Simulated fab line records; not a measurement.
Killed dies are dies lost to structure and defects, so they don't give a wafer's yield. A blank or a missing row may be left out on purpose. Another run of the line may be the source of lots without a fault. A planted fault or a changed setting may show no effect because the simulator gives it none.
Problem report in the 8D (eight disciplines) form, filled by code -- flow n5_finfet -- the parts of the form that need people (team, actions taken, sign-off) are left out

1. WHAT WENT WRONG
Mean of etch_rf_on_time_s at N5_MOL_CONTACT_COAG_ETCH_89: 13.96 s across 4 wafers in 2 lots; on wafers with no fault it is 10.37 s (standard deviation 0.22). That puts it +16 standard deviations away from the usual mean.
The step: etches underlayer in N2/H2, target depth 13 nm, time 10.4 s.
First seen on wafer L374.3, day 9 13:11, on rie_diel-02. The record holds 33 wafers of 11 lots with a number at this step. The rule behind "out" and "out of limits": a value lying over 4 standard deviations away from the usual mean. The other wafers with a number count as sound.

2. WHAT IT IS, AND WHAT IT ISN'T
question,is,is not
which readings at this step,etch_rf_on_time_s,"drypump_motor_current_A, n2_flow_sccm, rf_vpp_V, showerhead_plenum_p_Torr, throttle_valve_pct"
which lots,"L374, L376","L357, L360, L364, L367, L370, L371, L375, L378, L379"
which wafers of those lots,"L374.3, L374.5, L376.3, L376.5","L374.6, L376.6"
read on which tools,rie_diel-02,"rie_diel-01, rie_diel-06"
when,from day 9 13:11,"up to then (19 sound wafers); but 10 sound wafers of L375, L376, L378, L379 came after"

3. WHAT RULES OUT EACH SUSPECT
Counting: if a tool at a process step up to the reading ran every lot that is out, it stays a suspect. Sound lots after the first of them don't rule it out here, since some wafers of a struck lot are sound.
- rtp_anneal-02 at N5_MOL_CONTACT_COAG_SIL_ANNEAL_21 (time 60 s): kept. It processed each lot that is out (first: L374, day 9 06:24); up to then, its last sound lot is L371 (day 8 16:11).
- rie_diel-02 at N5_MOL_CONTACT_COAG_ETCH_89 (etches underlayer in N2/H2, target depth 13 nm, time 10.4 s): kept. It processed each lot that is out (first: L374, day 9 13:11); up to then, its last sound lot is L360 (day 6 08:40). Its own etch_rf_on_time_s readings are out on those wafers.
Remaining after the count are rtp_anneal-02 at N5_MOL_CONTACT_COAG_SIL_ANNEAL_21 and rie_diel-02 at N5_MOL_CONTACT_COAG_ETCH_89.

4. THE CAUSE (what the simulator had put in)
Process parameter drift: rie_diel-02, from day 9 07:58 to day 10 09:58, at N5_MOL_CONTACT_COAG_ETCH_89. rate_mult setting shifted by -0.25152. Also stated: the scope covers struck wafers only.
Counting left 2 suspects, and this tool is among them.

5. THE EFFECT CHAIN, in route order
Rows list readings where the struck wafers' mean (over those with a number) sits beyond 3 standard deviations from the usual. Only readings whose record carries a usual standard deviation are examined. hours: median over the lots of the time between each lot's start at the first step of this table that gives one and its start at this step. sigmas: the change, counted in usual standard deviations.
hours,step,reading,usual,on struck wafers,change,sigmas
0,N5_MOL_CONTACT_COAG_ETCH_89,etch_rf_on_time_s,10.37 s,13.96,+3.59,+16
Process steps it contains:
- N5_MOL_CONTACT_COAG_ETCH_89: etches underlayer in N2/H2, target depth 13 nm, time 10.4 s.

6. HOW IT WOULD HAVE BEEN CAUGHT EARLIER
5 hours passed between the start of the fault at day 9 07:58 and the first reading out of limits in this record, taken at day 9 13:11.
